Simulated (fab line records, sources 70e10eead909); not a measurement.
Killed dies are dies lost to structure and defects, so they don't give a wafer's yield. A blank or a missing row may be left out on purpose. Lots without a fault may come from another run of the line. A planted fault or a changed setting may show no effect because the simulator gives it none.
Problem report in the 8D (eight disciplines) form, filled by code | flow nand_harc | the parts of the form that need people (team, actions taken, sign-off) are left out

1. THE PROBLEM
run_length_s at NHARC_A_WL_FILL_ETCHBACK_26 reads a mean of 30.74 s on 6 wafers of 2 lots; wafers without a fault read 34.47 s with a standard deviation of 0.3. That is -12 standard deviations from the usual mean.
The step: etches the open film in HBr, target depth 52 nm, time 13.3 s.
First seen on wafer L817.2, day 29 07:09, on rie_si-01. The record holds 39 wafers of 13 lots with a number at this step. Rule for "out", or "out of limits": more than 4 standard deviations from the usual mean. The other wafers with a number count as sound.

2. WHAT IT IS AND WHAT IT IS NOT
question                    | is                     | is not
which readings at this step | run_length_s           | throttle_valve_pct
which lots                  | L817, L818             | L802, L804, L805, L806, L807, L810, L811, L812, L813, L814, L815
which wafers of those lots  | all that have a number | -
read on which tools         | rie_si-01              | rie_si-04, rie_si-06
when                        | from day 29 07:09      | up to then (33 sound wafers)

3. SUSPECTS, AND WHAT RULES EACH OUT
Counting: a tool at a process step up to the reading stays a suspect if it ran every lot that is out and no sound lot after the first of them.
- rie_si-01 at NHARC_A_WL_FILL_ETCHBACK_26 (etches the open film in HBr, target depth 52 nm, time 13.3 s): kept. It ran every lot that is out, first L817 (day 29 07:09), and no sound lot after that; its last sound lot up to then is L815 (day 28 09:19). Its own readings are out on those wafers: run_length_s.
Left after counting: rie_si-01 at NHARC_A_WL_FILL_ETCHBACK_26.

4. THE CAUSE (what the simulator had put in)
Process parameter drift: rie_si-01, from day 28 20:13 on, at NHARC_A_WL_FILL_ETCHBACK_26. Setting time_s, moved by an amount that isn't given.
Counting left only this tool.

5. THE CHAIN OF EFFECTS, in route order
Each row: a reading whose mean over the struck wafers that have a number lies more than 3 standard deviations from the usual. Only readings for which the record gives a usual standard deviation are gone through. hours: the time from each lot's start at the first step in this table that gives one to its start at this step, as a median over the lots. sigmas: the change in usual standard deviations.
hours | step                        | reading      | usual   | on struck wafers | change | sigmas
0     | NHARC_A_WL_FILL_ETCHBACK_26 | run_length_s | 34.47 s | 30.74            | -3.73  | -12
The process steps in it:
- NHARC_A_WL_FILL_ETCHBACK_26: etches the open film in HBr, target depth 52 nm, time 13.3 s.
Later measuring or inspecting steps at which every struck wafer that the step has a row for has a number for every such reading, and none has moved that far: NHARC_A_WL_FILL_INSPECT_15.

6. WHAT WOULD HAVE CAUGHT IT SOONER
In this record the first reading out of limits was taken at day 29 07:09, 11 hours after the fault began at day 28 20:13.
